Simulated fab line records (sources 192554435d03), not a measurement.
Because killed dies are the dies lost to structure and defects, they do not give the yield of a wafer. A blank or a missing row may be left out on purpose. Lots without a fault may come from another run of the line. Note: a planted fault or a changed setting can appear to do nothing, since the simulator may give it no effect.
The tool behind it: which one?	flow n5Finfet	9 lots with 27 wafers sampled at 4 steps, on a route of 1938 steps

== WHAT THE GAUGES SHOWED, per wafer ==
N5_HKMG_FIN_CD_MEAS_49 targets a cd of 202 nm.
lot	measured	on	cdNm (nm)
L932	day 4 22:32	cdSem-03	201.7 201.9 202.2
L937	day 6 10:43	cdSem-02	202.6 202.4 202.2
L940	day 7 00:35	cdSem-02	206.2 205.7 205.9
L941	day 7 05:11	cdSem-01	205.1 205.4 205.0
L942	day 7 14:35	cdSem-03	205.2 205.2 204.9
L946	day 8 11:14	cdSem-02	201.8 202.2 202.4
L948	day 9 05:11	cdSem-01	202.8 202.2 202.5
L949	day 9 06:32	cdSem-01	201.7 201.9 201.8
L950	day 9 22:58	cdSem-03	202.2 202.1 202.0

== WHICH TOOL RAN EACH LOT (tool, then ch and the chambers of the sampled wafers, then the start) ==
lot	N5_SDB_ETCH_17	N5_HKMG_FIN_ALD_75	N5_HKMG_FIN_EXPOSE_46
L932	rieDiel-06 ch 0,1,2, day 4 16:43	aldHk-01 ch 0,3, day 4 22:04	arfiScanner-03 ch 0, day 4 22:25
L937	rieDiel-02 ch 0,3, day 6 05:18	aldHk-01 ch 0,1, day 6 10:14	arfiScanner-03 ch 0, day 6 10:35
L940	rieDiel-06 ch 0,1,3, day 6 18:38	aldHk-02 ch 0,1,3, day 7 00:07	arfiScanner-03 ch 0, day 7 00:28
L941	rieDiel-05 ch 1,2,3, day 6 23:05	aldHk-01 ch 1,2,3, day 7 04:51	arfiScanner-03 ch 0, day 7 05:04
L942	rieDiel-06 ch 0,2, day 7 08:46	aldHk-03 ch 1,3, day 7 14:15	arfiScanner-03 ch 0, day 7 14:29
L946	rieDiel-05 ch 1,2,3, day 8 05:47	aldHk-03 ch 0,1,2, day 8 10:46	arfiScanner-01 ch 0, day 8 11:07
L948	rieDiel-06 ch 0,2,3, day 8 23:25	aldHk-01 ch 0,3, day 9 04:51	arfiScanner-01 ch 0, day 9 05:04
L949	rieDiel-06 ch 0,1,2, day 9 01:01	aldHk-02 ch 0,1, day 9 06:04	arfiScanner-02 ch 0, day 9 06:25
L950	rieDiel-06 ch 1,2, day 9 17:04	aldHk-01 ch 1,2,3, day 9 22:29	arfiScanner-01 ch 0, day 9 22:51
- N5_SDB_ETCH_17: etches SiARC in CF4, target depth 23.4 nm, time 39 s.
- N5_HKMG_FIN_ALD_75: deposits Al2O3, target thk 1 nm, co reactant pulse time 1 s.
- N5_HKMG_FIN_EXPOSE_46: exposes mask NDIPOLE.

== THE ANSWER, worked out from the rows above alone ==
Rule: the lots themselves supply what counts as usual. The widest of any qualifying gaps counts: lots, ordered by their means at a reading, are off when they make up no more than a third of the lots, leave a main group of 4 or more, and stand apart from it by 3 or more times the standard deviation of that group's means. Not used: any main group whose means are identical at the precision the tables above print for the reading. Also off: a lot with no number at a reading for which 4 or more lots have one. The other lots that the step has rows for count as sound.
Off at N5_HKMG_FIN_CD_MEAS_49 (cdNm): L940, L941, L942. Main group: mean 202.1 nm, sd 0.24.
A tool fits if, at a process step before that reading, it ran every lot that is off, and no sound lot after the first of them. Gauges at N5_HKMG_FIN_CD_MEAS_49: tried the same way as those tools. One fits: N5_HKMG_FIN_EXPOSE_46 on arfiScanner-03. Its last sound lot is L937 (day 6 10:35), its first lot that is off L940 (day 7 00:28): a fault that began between those two fits.

== WHAT THE SIMULATOR PUT IN ==
Drift in process parameters on arfiScanner-03 at N5_HKMG_FIN_EXPOSE_46, starting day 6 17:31. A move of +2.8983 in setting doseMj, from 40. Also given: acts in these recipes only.
Lots struck among those shown: L940, L941, L942. The rule above found the same.
